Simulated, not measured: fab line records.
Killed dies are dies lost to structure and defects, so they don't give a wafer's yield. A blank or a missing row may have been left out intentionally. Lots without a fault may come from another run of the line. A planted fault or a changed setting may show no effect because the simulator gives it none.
Lot-split experiment	flow n5-finfet	7 lots, 39 wafers read, on a route of 1938 steps

## ON THE SPLIT
At N5_FIN_SAQP_HM_DEP_03 (deposits SiNx from SiH4/NH3/N2, target thk 38 nm, time 33.6 s), the setting time-s was moved away from the recipe's 33.6 s on 18 of the 39 wafers read, by -57.4% to +59.1%. The other wafers ran this setting at the recipe's value.

## FROM THE SPLIT TO THE READING: what the file shows between them, 8 steps
- N5_FIN_SAQP_THK_MEAS_05
- N5_FIN_SAQP_PECVD_47: deposits a-Si from SiH4/He, target thk 45 nm, time 36.3 s
- N5_FIN_SAQP_PECVD_48: deposits SiNx from SiH4/NH3/N2, target thk 25 nm, time 22.1 s
- N5_FIN_SAQP_MANDREL2_REMOVE_60: chemistry HBr/Cl2/O2, target a-Si, stops on SiNx, bt time 10 s
- N5_FIN_SAQP_HM_OPEN_33: chemistry CH3F/O2, target SiNx, target depth 49.4 nm, time 70.6 s
- N5_FIN_SAQP_ETCH_34: etches SiO2 in C4F6/O2, target depth 45 nm, time 15 s
- N5_FIN_SAQP_STRIP_77: strips in N2/H2, time 90 s
- N5_FIN_SAQP_ETCH_64: etches SiO2 in CF4, target depth 1.5 nm

## THE READING
SiNx_of_FIN_SAQP_HM_DEP_03.thk-nm (the simulator's own value, which no gauge read), in nm, at N5_FIN_SAQP_FIN_ETCH_36 (etches the open film in HBr/Cl2/O2, target depth 120 nm, time 50.4 s). The file gives no usual value for it. Average 21.6 nm, standard deviation 0.53 nm, over the 21 wafers here run with the recipe.

wafer	tool, chamber at the split	time-s as run, s	against the recipe	SiNx_of_FIN_SAQP_HM_DEP_03.thk-nm, nm	against lot-mates on the recipe
L074.1	pecvd-03, 1	33.6	recipe	21.2	-
L074.2	pecvd-03, 0	33.6	recipe	21.8	-
L074.3	pecvd-03, 0	33.6	recipe	22.6	-
L074.4	pecvd-03, 1	39.8	+18.5%	29.2	+7.3
L074.5	pecvd-03, 1	39.8	+18.5%	29.2	+7.3
L074.6	pecvd-03, 0	39.8	+18.5%	28.4	+6.5
L075.1	pecvd-04, 0	44.94	+33.7%	33.8	+12.4
L075.2	pecvd-04, 1	33.6	recipe	21	-
L075.3	pecvd-04, 2	33.6	recipe	21.4	-
L075.4	pecvd-04, 0	33.6	recipe	21.8	-
L075.5	pecvd-04, 1	44.94	+33.7%	35	+13.6
L075.6	pecvd-04, 2	44.94	+33.7%	35.4	+14.0
L082.1	pecvd-04, 1	33.6	recipe	21.6	-
L082.6	pecvd-04, 2	33.6	recipe	21.6	-
L082.2	pecvd-04, 0	33.6	recipe	21	-
L082.3	pecvd-04, 2	14.32	-57.4%	0	-21.4
L082.4	pecvd-04, 0	14.32	-57.4%	0	-21.4
L082.5	pecvd-04, 1	14.32	-57.4%	0	-21.4
L084.1	pecvd-03, 1	52.75	+57.0%	41.8	+20.1
L084.2	pecvd-03, 2	52.75	+57.0%	42	+20.3
L084.3	pecvd-03, 0	33.6	recipe	21.4	-
L084.4	pecvd-03, 1	33.6	recipe	21.8	-
L084.5	pecvd-03, 2	52.75	+57.0%	42.6	+20.9
L084.6	pecvd-03, 0	33.6	recipe	22	-
L085.1	pecvd-04, 1,2	33.6	recipe	21.4	-
L085.2	pecvd-04, 0	53.47	+59.1%	43.2	+21.3
L085.3	pecvd-04, 1,2	33.6	recipe	21.8	-
L085.4	pecvd-04, 2	33.6	recipe	22.4	-
L085.5	pecvd-04, 0	53.47	+59.1%	44	+22.1
L085.6	pecvd-04, 1	53.47	+59.1%	44.2	+22.3
L086.1	pecvd-04, 0	33.6	recipe	20.6	-
L086.2	pecvd-04, 2	33.6	recipe	21.6	-
L086.3	pecvd-04, 1	33.6	recipe	20.8	-
L086.4	pecvd-04, 0	46.22	+37.6%	35.2	+14.2
L086.5	pecvd-04, 2	46.22	+37.6%	36	+15.0
L086.6	pecvd-04, 1	46.22	+37.6%	36.2	+15.2
L095.1	pecvd-04, 0	33.6	recipe	21	-
L095.2	pecvd-04, 1	33.6	recipe	22.4	-
L095.4	pecvd-04, 1	33.6	recipe	22.2	-
Rows listing several chambers each stand for several wafers; the file does not say which wafer went through which chamber.

THE FIT
A straight line over all 39 wafers: SiNx_of_FIN_SAQP_HM_DEP_03.thk-nm changes by +0.374 nm for each +1% of time-s; r = +1.00; the points scatter about the line by 0.58 nm.
The same after taking each lot's own level away (the mean of its wafers on the recipe; 39 wafers): +0.372 nm for each +1%; r = +1.00; scatter 0.59 nm.
Per that fit: largest time-s move, reading shift of 22 nm.
The lots' own levels span 21.00 to 21.87 nm, that is 1.6 times the standard deviation above.
The two slopes are in agreement: the lot-to-lot level therefore moves the slope only a little.
Check: for one of the wafers moved furthest among these (+59.1%), held out of the fit, the line's prediction against its lot-mates is +22.2 nm. Against them it came out at +21.3 nm.

## THE WHOLE CHAIN: every reading that the file lists as answering this split, in the file's order
step	what it does	reading	change (the file's fit)	r (the file's)
N5_FIN_SAQP_HM_DEP_03	deposits SiNx from SiH4/NH3/N2, target thk 38 nm, time 33.6 s	SiNx_of_FIN_SAQP_HM_DEP_03.thk-nm (the simulator's own value, which no gauge read)	+0.376 nm for each +1% of the setting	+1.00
N5_FIN_SAQP_THK_MEAS_05		thk-nm	withheld for each +1% of the setting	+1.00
N5_FIN_SAQP_HM_OPEN_33	chemistry CH3F/O2, target SiNx, target depth 49.4 nm, time 70.6 s	etch-rf-on-time-s	withheld for each +1% of the setting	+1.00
N5_FIN_SAQP_HM_OPEN_33	chemistry CH3F/O2, target SiNx, target depth 49.4 nm, time 70.6 s	etch.depth-nm (the simulator's own value, which no gauge read)	+0.377 nm for each +1% of the setting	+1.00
N5_FIN_SAQP_FIN_ETCH_36	etches the open film in HBr/Cl2/O2, target depth 120 nm, time 50.4 s	SiNx_of_FIN_SAQP_HM_DEP_03.thk-nm (the simulator's own value, which no gauge read)	+0.373 nm for each +1% of the setting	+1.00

## THE FILE'S OWN FIT
SiNx_of_FIN_SAQP_HM_DEP_03.thk-nm changes by +0.373 nm for each +1% of time-s, r = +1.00.
